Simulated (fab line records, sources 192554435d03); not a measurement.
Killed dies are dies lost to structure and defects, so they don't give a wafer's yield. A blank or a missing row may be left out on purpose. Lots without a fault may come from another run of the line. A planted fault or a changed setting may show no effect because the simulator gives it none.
fab line records | flow n5_finfet
record lots=24 wafers=72 last_day=19
route steps=1938 shown BEOL_M10@1533 BEOL_M11@1572
lots that met no fault: from a run of the same line without faults
start_h: hours from the record's first day to the start of the lot's first wafer shown | wait_h: hours since the lot's step before | " the same as in the row above | L1.1+2: a row that stands for several wafers | - no value, or no start given | * or withheld: withheld | < > ~ a bound
route shown NAME@n: a module of which the file shows steps, and the number in the route of the first | usual: mean/standard deviation of fault-free wafers | same: alike in all rows | chamber/n: place in a boat | sites: the reading at each site | _std_site: their standard deviation | _edge_site: outer sites' mean less inner sites' | radius_mm: how far each site lies from the wafer's centre | mask NAME#n: copy n | behind: the tool/chamber that last shaped the wafer | hold: why the lot was held/for how many hours/how that ended | device: the transistor (n, p or np) that didn't switch | end of line: the same wafers' tests at the end of the route | a step without rows: its recipe alone | killed: dies lost to structure and defects at the first sort, not the wafer's yield | map: a wafer's dies, x killed, . not, _ none there
set.NAME: the setting as run; set.NAME@STEP: as run at that earlier step | model.NAME: the simulator's own value behind a step, which no gauge read
steps of the route over a sample of lots; a table a step, a row a wafer
services: from which hour (start_h, from the record's first day; less than 0 if before it) a tool's chamber was out of use, for how many hours, and why
## steps
# step N5_BEOL_M10_DEP_56
# recipe material=SiCN target_thk_a=150 temp_c=withheld precursor=3MS/NH3 pressure_torr=3 rf_w=202 time_s=26.5
# usual showerhead_plenum_p_Torr=3.666/0.014 throttle_valve_pct=9.2/0.55
# columns lot.wafer tool chamber start_h wait_h showerhead_plenum_p_Torr throttle_valve_pct
L075.3 pecvd-01 2 239.12 0.0 3.669 8.7
L075.4 " 1 " " 3.664 10.0
L075.6 " 2 " " 3.670 8.8
L074.2 pecvd-01 0 239.35 0.0 3.687 9.6
L074.3 " 1 " " 3.661 9.9
L074.5 " 0 " " 3.681 9.6
L078.2 pecvd-03 0 288.77 0.0 3.674 9.1
L078.3 " 2 " " 3.676 8.7
L078.6 " 0 " " 3.684 9.0
L077.1 pecvd-01 0 290.33 0.0 3.679 10.1
L077.2 " 1 " " 3.669 9.8
L077.5 " 0 " " 3.682 10.1
L076.1 pecvd-04 2 299.87 0.0 3.645 8.2
L076.5 " 0 " " 3.643 8.7
L076.6 " 1 " " 3.669 10.1
L083.1 pecvd-03 1 300.94 0.0 3.671 9.1
L083.2 " 0 " " 3.679 9.3
L083.5 " 2 " " 3.681 8.9
L080.1 pecvd-04 2 306.37 0.0 3.653 8.4
L080.3 " 0 " " 3.648 8.8
L080.4 " 0 " " 3.655 9.1
L081.1 pecvd-04 1 307.29 0.0 3.677 9.8
L081.2 " 0 " " 3.650 9.0
L081.4 " 1 " " 3.672 10.1
L079.1 pecvd-04 2 316.78 0.0 3.655 8.3
L079.2 " 0 " " 3.647 8.7
L079.3 " 1 " " 3.672 10.0
L082.1 pecvd-01 2 319.03 0.0 3.665 8.9
L082.2 " 0 " " 3.675 9.6
L082.5 " 2 " " 3.658 8.6
L084.2 pecvd-01 1 328.06 0.0 3.666 9.9
L084.4 " 2 " " 3.674 9.0
L084.6 " 1 " " 3.677 10.0
L086.1 pecvd-03 2 333.20 0.0 3.664 8.9
L086.2 " 0 " " 3.685 9.1
L086.4 " 0 " " 3.678 9.1
L085.3 pecvd-01 1 339.15 0.0 3.666 9.9
L085.5 " 1 " " 3.672 10.0
L085.6 " 2 " " 3.663 9.0
L088.1 pecvd-03 2 341.86 0.0 3.667 9.0
L088.2 " 0 " " 3.687 9.3
L088.4 " 1 " " 3.665 9.0
L087.4 pecvd-01 0 348.57 0.0 3.681 9.9
L087.5 " 2 " " 3.668 9.0
L087.6 " 1 " " 3.669 10.3
L091.1 pecvd-04 1 355.73 0.0 3.672 9.5
L091.3 " 2 " " 3.651 8.5
L091.6 " 1 " " 3.674 9.9
L089.1 pecvd-04 0 369.28 0.0 3.652 9.1
L089.3 " 2 " " 3.653 8.8
L089.5 " 0 " " 3.654 8.9
L093.1 pecvd-04 1 371.88 0.0 3.678 10.0
L093.3 " 0 " " 3.639 8.8
L093.5 " 0 " " 3.639 8.8
L090.1 pecvd-04 1 377.02 0.0 3.680 9.9
L090.2 " 0 " " 3.649 8.9
L090.4 " 1 " " 3.682 9.6
L094.1 pecvd-01 2 380.99 0.0 3.669 9.0
L094.2 " 0 " " 3.690 9.9
L094.5 " 0 " " 3.669 9.7
L092.3 pecvd-01 0 382.82 0.0 3.680 9.9
L092.4 " 2 " " 3.674 9.0
L092.5 " 1 " " 3.659 9.7
L095.1 pecvd-04 2 388.64 0.0 3.640 8.5
L095.5 " 2 " " 3.651 8.3
L095.6 " 0 " " 3.642 8.8
L096.3 pecvd-03 2 404.98 0.0 3.653 9.2
L096.5 " 0 " " 3.683 9.4
L096.6 " 1 " " 3.666 9.3
L097.1 pecvd-03 1 407.14 0.0 3.684 9.2
L097.3 " 0 " " 3.679 9.0
L097.5 " 1 " " 3.667 9.2
# step N5_BEOL_M11_ETCH_65
# recipe chemistry=CF4 target=SiARC target_depth_a=390 mask_material=CAR-ArF time_s=65 ion_energy_ev=80 pressure_mtorr=40 source_w=545 bias_w=36 Ar_flow_sccm=100 cf4_flow_sccm=100 ends=cleared
# usual drypump_motor_current_A=5.72/0.29 etch_rf_on_time_s=65.2/2.1 oes_product_au=0.66/0.069 rf_vpp_V=183.9/1.3 showerhead_plenum_p_Torr=2.12/0.082 throttle_valve_pct=15.65/0.24
# columns lot.wafer tool chamber start_h wait_h drypump_motor_current_A etch_rf_on_time_s oes_product_au rf_hours_counter_h rf_vpp_V showerhead_plenum_p_Torr throttle_valve_pct
L074.2 rie_diel-05 1 244.62 0.0 5.18 65.8 0.61 192 183.4 2.04 15.95
L074.3 " 3 " " 5.76 61.3 0.71 105 183.6 2.08 15.29
L074.5 " 2 " " 5.64 70.8 0.56 - 183.5 2.11 16.06
L075.3 rie_diel-06 2 244.66 0.0 6.00 63.9 0.64 140 182.5 2.05 15.66
L075.4 " 1 " " 6.27 62.6 0.63 227 182.8 2.04 15.51
L075.6 " 3 " " 5.40 66.7 0.69 - 184.8 2.27 15.71
L078.2 rie_diel-05 3 297.61 0.0 5.75 61.5 0.71 119 185.5 2.08 15.32
L078.3 " 1 " " 5.19 66.0 0.59 206 183.1 2.04 15.98
L078.6 " 3 " " 5.76 61.3 0.71 - 183.4 2.08 15.32
L077.1 rie_diel-06 0 298.08 0.0 5.92 65.8 0.62 176 186.0 2.23 15.75
L077.2 " 3 " " 5.40 67.1 0.68 78 185.6 2.27 15.73
L077.5 " 2 " " 6.02 64.2 0.63 - 183.3 2.05 15.69
L076.1 rie_diel-06 0 302.85 0.0 5.91 66.1 0.62 178 184.6 2.23 15.75
L076.5 " 3 " " 5.44 67.2 0.68 - 184.5 2.27 15.74
L076.6 " 2 " " 6.04 64.9 0.62 - 183.6 2.05 15.68
L083.1 rie_diel-05 0 306.22 0.0 5.75 66.3 0.60 219 182.7 2.11 15.78
L083.2 " 1 " " 5.18 66.0 0.59 208 183.4 2.04 15.98
L083.5 " 0 " " 5.73 66.6 0.60 - 182.7 2.11 15.79
L080.1 rie_diel-05 0 311.30 0.0 5.80 66.4 0.60 221 182.4 2.11 15.78
L080.3 " 2 " " 5.64 65.8 0.81 10 184.0 2.10 15.57
L080.4 " 3 " " 5.78 62.0 0.69 123 181.4 2.07 15.34
L081.1 rie_diel-06 3 312.02 0.0 5.42 67.9 0.67 83 185.1 2.26 15.77
L081.2 " 2 " " 5.99 65.2 0.62 156 183.6 2.05 15.68
L081.4 " 0 " " 5.88 66.3 0.61 181 186.2 2.23 15.74
L079.1 rie_diel-06 0 320.98 0.0 5.88 66.7 0.60 183 185.9 2.22 15.75
L079.2 " 3 " " 5.43 67.0 0.67 86 185.8 2.26 15.74
L079.3 " 1 " " 6.20 63.2 0.62 244 181.8 2.03 15.53
L082.1 rie_diel-05 0 323.29 0.0 5.80 66.3 0.60 225 185.6 2.11 15.81
L082.2 " 2 " " 5.66 66.1 0.81 13 182.8 2.10 15.58
L082.5 " 0 " " 5.80 66.6 0.59 - 183.6 2.11 15.80
L084.2 rie_diel-05 0 335.33 0.0 5.78 66.9 0.59 229 183.7 2.10 15.82
L084.4 " 2 " " 5.64 66.0 0.80 17 184.0 2.10 15.59
L084.6 " 2 " " 5.64 67.1 0.78 - 182.9 2.10 15.59
L086.1 rie_diel-01 3 339.05 0.0 5.82 62.1 0.75 51 183.5 2.19 15.35
L086.2 " 0 " " 5.66 64.6 0.67 119 182.6 2.07 15.26
L086.4 " 1 " " 6.08 66.4 0.66 - 184.7 2.15 15.60
L085.3 rie_diel-06 0 343.19 0.0 5.88 66.0 0.61 191 185.1 2.22 15.76
L085.5 " 0 " " 5.87 65.5 0.61 - 183.6 2.22 15.77
L085.6 " 3 " " 5.42 66.5 0.66 - 184.7 2.26 15.77
L088.1 rie_diel-01 3 344.91 0.0 5.85 62.6 0.74 53 186.2 2.19 15.35
L088.2 " 0 " " 5.64 64.1 0.67 121 183.5 2.07 15.26
L088.4 " 1 " " 6.11 66.2 0.66 - 184.7 2.15 15.61
L087.4 rie_diel-05 0 352.60 0.0 5.77 66.5 0.59 - 184.2 2.10 15.81
L087.5 " 3 " " 5.76 61.8 0.69 - 183.4 2.07 15.36
L087.6 " 1 " " 5.18 66.2 0.59 - 182.9 2.03 16.00
L091.1 rie_diel-06 3 360.29 0.0 5.38 67.2 0.66 100 186.5 2.26 15.79
L091.3 " 1 " " 6.26 62.1 0.87 0 186.2 2.29 15.06
L091.6 " 3 " " 5.41 67.7 0.66 - 184.9 2.26 15.77
L089.1 rie_diel-01 0 373.65 0.0 5.64 64.9 0.66 128 183.5 2.07 15.27
L089.3 " 2 " " 5.69 61.8 0.80 10 183.8 2.17 15.38
L089.5 " 3 " " 5.86 63.0 0.72 - 185.0 2.18 15.37
L093.1 rie_diel-06 1 377.66 0.0 6.27 61.0 0.84 6 186.1 2.28 15.05
L093.3 " 0 " " 5.91 65.2 0.61 204 185.2 2.22 15.79
L093.5 " 1 " " 6.27 60.9 0.85 - 185.4 2.28 15.06
L090.1 rie_diel-05 2 380.44 0.0 5.64 67.6 0.76 28 185.0 2.10 15.61
L090.2 " 0 " " 5.77 66.9 0.59 243 183.9 2.10 15.85
L090.4 " 1 " " 5.15 67.2 0.58 231 182.4 2.03 16.03
L094.1 rie_diel-05 3 387.29 0.0 5.77 61.5 0.69 147 182.9 2.07 15.38
L094.2 " 0 " " 5.78 66.0 0.59 245 182.9 2.10 15.83
L094.5 " 1 " " 5.17 66.2 0.58 - 182.0 2.03 16.04
L092.3 rie_diel-01 2 387.42 0.0 5.67 61.7 0.80 15 187.7 2.17 15.40
L092.4 " 1 " " 6.14 67.2 0.65 125 185.5 2.14 15.64
L092.5 " 2 " " 5.67 62.2 0.79 - 184.3 2.17 15.42
L095.1 rie_diel-05 3 393.58 0.0 5.74 63.1 0.67 149 182.9 2.07 15.38
L095.5 " 2 " " 5.65 67.8 0.76 - 184.1 2.10 15.61
L095.6 " 1 " " 5.18 66.7 0.58 - 181.7 2.03 16.02
L096.3 rie_diel-05 1 410.62 0.0 5.19 66.5 0.58 241 182.7 2.03 16.04
L096.5 " 1 " " 5.17 66.7 0.58 - 182.7 2.03 16.04
L096.6 " 2 " " 5.65 68.5 0.74 - 183.5 2.09 15.62
L097.1 rie_diel-06 2 414.91 0.0 6.03 65.1 0.60 191 181.5 2.04 15.76
L097.3 " 1 " " 6.27 61.8 0.82 18 186.1 2.28 15.07
L097.5 " 0 " " 5.90 66.3 0.59 - 186.0 2.21 15.81
# step N5_BEOL_M11_TRENCH_ETCH_37
# recipe chemistry=C4F6/O2 target_depth_a=1488.3 target=SiCOH_lowk time_s=48 ion_energy_ev=250 pressure_mtorr=30 source_w=345 bias_w=185 Ar_flow_sccm=300 C4F6_flow_sccm=10 O2_flow_sccm=10
# usual C4F6_flow_sccm=10.00/0.03 drypump_motor_current_A=5.73/0.3 oes_product_au=0.77/0.081 rf_vpp_V=659/13 showerhead_plenum_p_Torr=2.82/0.11 throttle_valve_pct=20.94/0.23
# columns lot.wafer tool chamber start_h wait_h C4F6_flow_sccm drypump_motor_current_A oes_product_au rf_hours_counter_h rf_vpp_V showerhead_plenum_p_Torr throttle_valve_pct
L074.2 rie_diel-05 1 - - 9.98 5.20 0.71 192 668 2.70 21.18
L074.3 " 3 " " 10.02 5.77 0.82 105 665 2.76 20.58
L074.5 " 2 " " 10.00 5.64 0.66 - 649 2.79 21.31
L075.3 rie_diel-06 2 - - 9.98 6.02 0.74 140 641 2.72 20.92
L075.4 " 1 " " 10.02 6.27 0.72 227 639 2.70 20.72
L075.6 " 3 " " 10.00 5.39 0.82 - 670 3.01 21.05
L078.2 rie_diel-05 3 - - 9.99 5.77 0.81 119 666 2.75 20.58
L078.3 " 1 " " 10.02 5.20 0.69 206 669 2.70 21.21
L078.6 " 3 " " 10.05 5.77 0.81 - 666 2.75 20.57
L077.1 rie_diel-06 0 - - 9.93 5.91 0.72 177 675 2.97 21.15
L077.2 " 3 " " 10.00 5.42 0.80 79 671 3.00 21.06
L077.5 " 2 " " 10.03 6.02 0.72 - 643 2.71 20.94
L076.1 rie_diel-06 0 - - 9.99 5.87 0.72 178 677 2.97 21.17
L076.5 " 3 " " 10.01 5.39 0.80 - 670 3.00 21.06
L076.6 " 2 " " 10.02 6.01 0.73 - 642 2.71 20.94
L083.1 rie_diel-05 0 - - 10.02 5.82 0.70 219 651 2.80 20.97
L083.2 " 1 " " 10.01 5.19 0.69 208 670 2.70 21.22
L083.5 " 0 " " 10.01 5.80 0.71 - 652 2.80 20.99
L080.1 rie_diel-05 0 - - 9.97 5.80 0.71 221 652 2.80 20.97
L080.3 " 2 " " 10.01 5.66 0.95 10 647 2.79 20.91
L080.4 " 3 " " 10.00 5.76 0.81 123 666 2.75 20.58
L081.1 rie_diel-06 3 - - 10.00 5.40 0.79 83 672 3.00 21.08
L081.2 " 2 " " 9.97 6.03 0.73 156 641 2.71 20.95
L081.4 " 0 " " 10.01 5.92 0.73 181 675 2.97 21.16
L079.1 rie_diel-06 0 - - 9.96 5.91 0.72 183 674 2.97 21.14
L079.2 " 3 " " 9.98 5.41 0.80 86 670 3.00 21.08
L079.3 " 1 " " 10.00 6.29 0.72 244 639 2.69 20.75
L082.1 rie_diel-05 0 - - 10.02 5.75 0.70 225 653 2.80 20.99
L082.2 " 2 " " 10.00 5.66 0.93 13 648 2.79 20.91
L082.5 " 0 " " 10.03 5.78 0.69 - 652 2.80 20.98
L084.2 rie_diel-05 0 - - 10.01 5.76 0.69 229 652 2.79 20.99
L084.4 " 2 " " 10.00 5.67 0.93 17 648 2.79 20.90
L084.6 " 2 " " 10.05 5.68 0.93 - 649 2.79 20.93
L086.1 rie_diel-01 3 - - 10.04 5.85 0.85 51 640 2.90 20.66
L086.2 " 0 " " 9.98 5.63 0.77 119 658 2.76 20.60
L086.4 " 1 " " 10.02 6.10 0.78 - 681 2.88 21.09
L085.3 rie_diel-06 0 - - 10.02 5.93 0.72 191 675 2.96 21.19
L085.5 " 0 " " 9.95 5.92 0.71 - 676 2.96 21.16
L085.6 " 3 " " 10.01 5.40 0.79 - 671 3.00 21.09
L088.1 rie_diel-01 3 - - 10.00 5.84 0.85 53 641 2.90 20.67
L088.2 " 0 " " 9.98 5.67 0.77 121 658 2.76 20.58
L088.4 " 1 " " 10.02 6.11 0.77 - 679 2.88 21.11
L087.4 rie_diel-05 0 - - 10.03 5.77 0.69 - 652 2.79 21.01
L087.5 " 3 " " 10.00 5.76 0.79 - 665 2.74 20.62
L087.6 " 1 " " 10.00 5.20 0.68 - 668 2.69 21.23
L091.1 rie_diel-06 3 - - 9.97 5.43 0.78 101 671 2.99 21.09
L091.3 " 1 " " 10.03 6.29 1.01 1 651 3.03 20.36
L091.6 " 3 " " 9.96 5.42 0.78 - 671 2.99 21.10
L089.1 rie_diel-01 0 - - 10.06 5.66 0.76 128 659 2.76 20.60
L089.3 " 2 " " 10.05 5.68 0.94 10 654 2.91 20.89
L089.5 " 3 " " 10.03 5.85 0.84 - 639 2.90 20.68
L093.1 rie_diel-06 1 - - 10.03 6.25 0.98 6 650 3.03 20.36
L093.3 " 0 " " 10.06 5.90 0.71 204 676 2.96 21.18
L093.5 " 1 " " 10.01 6.29 0.99 - 650 3.03 20.35
L090.1 rie_diel-05 2 - - 10.00 5.68 0.89 28 645 2.78 20.93
L090.2 " 0 " " 10.00 5.77 0.69 243 651 2.79 21.01
L090.4 " 1 " " 9.98 5.18 0.67 231 669 2.69 21.25
L094.1 rie_diel-05 3 - - 10.06 5.76 0.78 147 667 2.74 20.63
L094.2 " 0 " " 10.02 5.75 0.69 245 651 2.79 21.02
L094.5 " 1 " " 10.01 5.18 0.67 - 669 2.69 21.25
L092.3 rie_diel-01 2 - - 9.95 5.67 0.93 15 653 2.91 20.93
L092.4 " 1 " " 10.04 6.15 0.76 125 680 2.88 21.12
L092.5 " 2 " " 9.97 5.66 0.93 - 656 2.91 20.89
L095.1 rie_diel-05 3 - - 10.01 5.78 0.78 149 666 2.74 20.63
L095.5 " 2 " " 9.96 5.65 0.89 - 648 2.78 20.91
L095.6 " 1 " " 9.98 5.16 0.67 - 668 2.69 21.24
L096.3 rie_diel-05 1 - - 10.05 5.17 0.67 241 667 2.68 21.24
L096.5 " 1 " " 9.99 5.17 0.67 - 669 2.68 21.24
L096.6 " 2 " " 10.00 5.67 0.87 - 648 2.78 20.95
L097.1 rie_diel-06 2 - - 9.91 6.03 0.69 191 641 2.70 20.99
L097.3 " 1 " " 10.02 6.27 0.94 18 649 3.02 20.37
L097.5 " 0 " " 9.97 5.89 0.69 - 673 2.95 21.20
# step N5_BEOL_M11_OCD_MEAS_38
# usual trench_depth_nm=147/3.5
# columns lot.wafer tool chamber start_h wait_h trench_depth_nm
L074.2 ocd-01 - 245.08 - 143
L074.3 " - " " 153
L074.5 " - " " 137
L075.3 ocd-01 - 245.12 - 148
L075.4 " - " " 149
L075.6 " - " " 148
L078.2 ocd-01 - 298.07 - 151
L078.3 " - " " 144
L078.6 " - " " 151
L077.1 ocd-02 - 298.54 - 144
L077.2 " - " " 146
L077.5 " - " " 148
L076.1 ocd-02 - 303.30 - 148
L076.5 " - " " 148
L076.6 " - " " 150
L083.1 ocd-01 - 306.67 - 146
L083.2 " - " " 145
L083.5 " - " " 147
L080.1 ocd-02 - 311.75 - 145
L080.3 " - " " 147
L080.4 " - " " 151
L081.1 ocd-02 - 312.48 - 147
L081.2 " - " " 151
L081.4 " - " " 148
L079.1 ocd-01 - 321.44 - 147
L079.2 " - " " 147
L079.3 " - " " 150
L082.1 ocd-02 - 323.75 - 145
L082.2 " - " " 146
L082.5 " - " " 145
L084.2 ocd-02 - 335.79 - 145
L084.4 " - " " 147
L084.6 " - " " 147
L086.1 ocd-01 - 339.51 - 148
L086.2 " - " " 146
L086.4 " - " " 146
L085.3 ocd-02 - 343.65 - 148
L085.5 " - " " 147
L085.6 " - " " 149
L088.1 ocd-01 - 345.37 - 149
L088.2 " - " " 147
L088.4 " - " " 147
L087.4 ocd-02 - 353.04 - 143
L087.5 " - " " 152
L087.6 " - " " 143
L091.1 ocd-01 - 360.75 - 146
L091.3 " - " " 154
L091.6 " - " " 147
L089.1 ocd-01 - 374.10 - 145
L089.3 " - " " 154
L089.5 " - " " 148
L093.1 ocd-02 - 378.12 - 158
L093.3 " - " " 148
L093.5 " - " " 157
L090.1 ocd-02 - 380.90 - 144
L090.2 " - " " 145
L090.4 " - " " 142
L094.1 ocd-01 - 387.74 - 151
L094.2 " - " " 145
L094.5 " - " " 142
L092.3 ocd-02 - 387.88 - 156
L092.4 " - " " 146
L092.5 " - " " 156
L095.1 ocd-01 - 394.04 - 152
L095.5 " - " " 146
L095.6 " - " " 143
L096.3 ocd-01 - 411.08 - 143
L096.5 " - " " 144
L096.6 " - " " 145
L097.1 ocd-02 - 415.37 - 148
L097.3 " - " " 153
L097.5 " - " " 145
# step N5_BEOL_M11_SURFACE_TREAT_76
# recipe gas=Ar time_s=* ion_energy_ev=* ion_current_ma_cm2=0.5 pressure_mtorr=* ar_flow_sccm=30
# usual throttle_valve_pct=*
# columns lot.wafer tool chamber start_h wait_h throttle_valve_pct
L074.2 pvd_sputter-03 - 246.02 0.2 *
L074.3 " - " " *
L074.5 " - " " *
L075.3 pvd_sputter-02 - 247.06 0.9 *
L075.4 " - " " *
L075.6 " - " " *
L078.2 pvd_sputter-03 - 299.06 0.2 *
L078.3 " - " " *
L078.6 " - " " *
L077.1 pvd_sputter-03 - 300.02 0.2 *
L077.2 " - " " *
L077.5 " - " " *
L076.1 pvd_sputter-01 - 304.42 0.3 *
L076.5 " - " " *
L076.6 " - " " *
L083.1 pvd_sputter-01 - 307.77 0.2 *
L083.2 " - " " *
L083.5 " - " " *
L080.1 pvd_sputter-01 - 312.99 0.2 *
L080.3 " - " " *
L080.4 " - " " *
L081.1 pvd_sputter-02 - 313.52 0.2 *
L081.2 " - " " *
L081.4 " - " " *
L079.1 pvd_sputter-03 - 322.76 0.2 *
L079.2 " - " " *
L079.3 " - " " *
L082.1 pvd_sputter-01 - 325.94 0.2 *
L082.2 " - " " *
L082.5 " - " " *
L084.2 pvd_sputter-01 - 337.27 0.3 *
L084.4 " - " " *
L084.6 " - " " *
L086.1 pvd_sputter-01 - 340.79 0.2 *
L086.2 " - " " *
L086.4 " - " " *
L085.3 pvd_sputter-03 - 344.58 0.2 *
L085.5 " - " " *
L085.6 " - " " *
L088.1 pvd_sputter-03 - 347.56 0.2 *
L088.2 " - " " *
L088.4 " - " " *
L087.4 pvd_sputter-02 - 353.98 0.0 *
L087.5 " - " " *
L087.6 " - " " *
L091.1 pvd_sputter-02 - 362.24 0.2 *
L091.3 " - " " *
L091.6 " - " " *
L089.1 pvd_sputter-03 - 375.56 0.2 *
L089.3 " - " " *
L089.5 " - " " *
L093.1 pvd_sputter-03 - 379.48 0.3 *
L093.3 " - " " *
L093.5 " - " " *
L090.1 pvd_sputter-02 - 382.12 0.3 *
L090.2 " - " " *
L090.4 " - " " *
L094.1 pvd_sputter-03 - 390.09 0.3 *
L094.2 " - " " *
L094.5 " - " " *
L092.3 pvd_sputter-03 - 390.13 0.3 *
L092.4 " - " " *
L092.5 " - " " *
L095.1 pvd_sputter-03 - 396.75 0.2 *
L095.5 " - " " *
L095.6 " - " " *
L096.3 pvd_sputter-03 - 412.35 0.2 *
L096.5 " - " " *
L096.6 " - " " *
L097.1 pvd_sputter-01 - 416.95 0.2 *
L097.3 " - " " *
L097.5 " - " " *
# step N5_BEOL_M11_INSPECT_58
# recipe inspect_instrument=darkfield mode=post_dep
# usual raw_defect_count=77/23
# columns lot.wafer tool chamber start_h wait_h raw_defect_count
L074.2 defect_inspect-02 - 247.96 0.0 91
L074.3 " - " " 106
L074.5 " - " " 67
L075.3 defect_inspect-02 - 249.22 0.0 87
L075.4 " - " " 117
L075.6 " - " " 56
L078.2 defect_inspect-02 - 300.25 0.0 59
L078.3 " - " " 70
L078.6 " - " " 57
L077.1 defect_inspect-01 - 301.39 0.0 76
L077.2 " - " " 56
L077.5 " - " " 62
L076.1 defect_inspect-02 - 306.43 0.0 83
L076.5 " - " " 117
L076.6 " - " " 126
L083.1 defect_inspect-02 - 309.34 0.0 58
L083.2 " - " " 110
L083.5 " - " " 78
L080.1 defect_inspect-02 - 314.21 0.0 69
L080.3 " - " " 91
L080.4 " - " " 64
L081.1 defect_inspect-01 - 314.89 0.0 71
L081.2 " - " " 66
L081.4 " - " " 56
L079.1 defect_inspect-01 - 324.56 0.0 95
L079.2 " - " " 154
L079.3 " - " " 92
L082.1 defect_inspect-02 - 327.29 0.0 77
L082.2 " - " " 111
L082.5 " - " " 70
L084.2 defect_inspect-01 - 338.70 0.0 62
L084.4 " - " " 77
L084.6 " - " " 108
L086.1 defect_inspect-02 - 342.09 0.0 78
L086.2 " - " " 76
L086.4 " - " " 88
L085.3 defect_inspect-01 - 345.73 0.0 72
L085.5 " - " " 68
L085.6 " - " " 81
L088.1 defect_inspect-01 - 348.91 0.0 55
L088.2 " - " " 81
L088.4 " - " " 62
L087.4 defect_inspect-01 - 356.09 0.0 56
L087.5 " - " " 87
L087.6 " - " " 69
L091.1 defect_inspect-02 - 364.03 0.0 70
L091.3 " - " " 53
L091.6 " - " " 81
L089.1 defect_inspect-01 - 376.73 0.0 67
L089.3 " - " " 65
L089.5 " - " " 53
L093.1 defect_inspect-01 - 380.73 0.0 80
L093.3 " - " " 132
L093.5 " - " " 83
L090.1 defect_inspect-01 - 383.74 0.0 49
L090.2 " - " " 63
L090.4 " - " " 64
L094.1 defect_inspect-02 - 391.32 0.0 67
L094.2 " - " " 102
L094.5 " - " " 56
L092.3 defect_inspect-01 - 391.42 0.0 111
L092.4 " - " " 116
L092.5 " - " " 75
L095.1 defect_inspect-02 - 398.01 0.0 92
L095.5 " - " " 122
L095.6 " - " " 61
L096.3 defect_inspect-02 - 413.81 0.0 66
L096.5 " - " " 76
L096.6 " - " " 76
L097.1 defect_inspect-02 - 418.39 0.0 64
L097.3 " - " " 113
L097.5 " - " " 134
## services
# columns tool chamber start_h hours kind
rie_diel-01 1 226.27 14.9 repair
rie_diel-01 3 231.16 2.1 repair
rie_diel-01 1 243.55 4.0 repair
rie_diel-05 2 245.07 - clean
rie_diel-05 2 245.07 - consumable_replace:focus_ring
rie_diel-05 2 245.07 17.8 scheduled_down
rie_diel-05 2 245.07 17.8 vent_cycle
pecvd-03 - 246.62 0.8 repair
pecvd-04 2 262.03 15.0 repair
pecvd-04 - 269.34 2.8 pm
rie_diel-05 2 283.64 2.9 repair
rie_diel-05 2 290.80 7.5 repair
rie_diel-06 1 338.94 - clean
rie_diel-06 1 338.94 - consumable_replace:focus_ring
rie_diel-06 1 338.94 - consumable_replace:showerhead
rie_diel-05 2 344.91 8.1 repair
rie_diel-01 1 352.91 9.1 repair
pecvd-01 1 355.77 5.0 repair
rie_diel-01 0 360.33 9.2 repair
pecvd-04 - 363.16 6.0 pm
rie_diel-05 0 405.95 - clean
rie_diel-05 0 405.95 - consumable_replace:focus_ring
rie_diel-05 0 405.95 18.7 scheduled_down
rie_diel-05 0 405.95 18.7 vent_cycle
## key
fault none
